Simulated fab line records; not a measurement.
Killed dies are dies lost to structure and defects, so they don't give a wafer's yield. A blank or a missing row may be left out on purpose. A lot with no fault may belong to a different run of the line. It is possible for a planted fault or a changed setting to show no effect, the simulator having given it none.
A single fault, viewed from 2 desks	flow n5 finfet	only its own numbers are on each desk; what lay behind them is given at the end

## DESK OF THE TOOL OWNER: ald metal-01
The tool's own readings at N5_HKMG_FIN_ALD_21 (deposits TiN, target thk 1.5 nm, pulse time 1 s, purge time 3 s): means of the sampled wafers that have a number, for each lot that ran on this tool. The brackets show how far a lot's mean lies from the usual mean; more than 4 standard deviations puts the lot out of limits, marked OUT.
Columns: A = heater power w at N5_HKMG_FIN_ALD_21, usual 897 W; B = precursor pulse height rel at N5_HKMG_FIN_ALD_21, usual 0.998
lot	first seen here	A	B
L970	day 4 06:55	812	0.990
L977	day 6 03:30	886	0.987
L978	day 6 08:37	842	1.014
L981	day 7 02:11	732	1.020
Result from this desk: across the 4 lots, nothing is out of limits.

## METROLOGY DESK
Means of the sampled wafers that have a number, per lot and without regard to the tool the lot ran on: this is what the gauges read. The brackets show how far a lot's mean lies from the usual mean; more than 4 standard deviations puts the lot out of limits, marked OUT. Of its 10 readings 7 are shown: those that lie furthest out on some lot.
Columns: A = DIBL_P at N5_BEOL_M4_RC_MEAS_101, usual 36.1 mV/V; B = IOFF_N at N5_BEOL_M4_RC_MEAS_101, usual 0.16 nA/um; C = IOFF_P at N5_BEOL_M4_RC_MEAS_101, usual 0.22 nA/um; D = ION_N at N5_BEOL_M4_RC_MEAS_101, usual 672 uA/um; E = ION_P at N5_BEOL_M4_RC_MEAS_101, usual 463 uA/um; F = VT_N at N5_BEOL_M4_RC_MEAS_101, usual 250 mV; G = VT_P at N5_BEOL_M4_RC_MEAS_101, usual -250 mV
lot	first seen here	A	B	C	D	E	F	G
L970	day 8 04:49	38.8	0.16	0.18	673	453	251	-254
L977	day 9 21:36	35.1	0.15	0.18	667	453	251	-256
L978	day 10 04:43	35.0	0.16	0.23	673	466	248	-246
L981	day 10 22:22	38.1	0.20	0.29	682	474	245	-243
L982	day 11 07:08	36.6	0.19	0.25	688	473	247	-245
L987	day 12 09:26	37.5	0.15	0.22	662	461	254	-250
L991	day 13 06:49	34.7	0.14	0.19	667	461	253	-249
Result from this desk: across the 7 lots, nothing is out of limits.

## ALL TOGETHER
Nothing out of limits was seen by the tool owner's desk.
Nothing out of limits was seen by the metrology desk.

## WHAT WAS PUT IN BY THE SIMULATOR
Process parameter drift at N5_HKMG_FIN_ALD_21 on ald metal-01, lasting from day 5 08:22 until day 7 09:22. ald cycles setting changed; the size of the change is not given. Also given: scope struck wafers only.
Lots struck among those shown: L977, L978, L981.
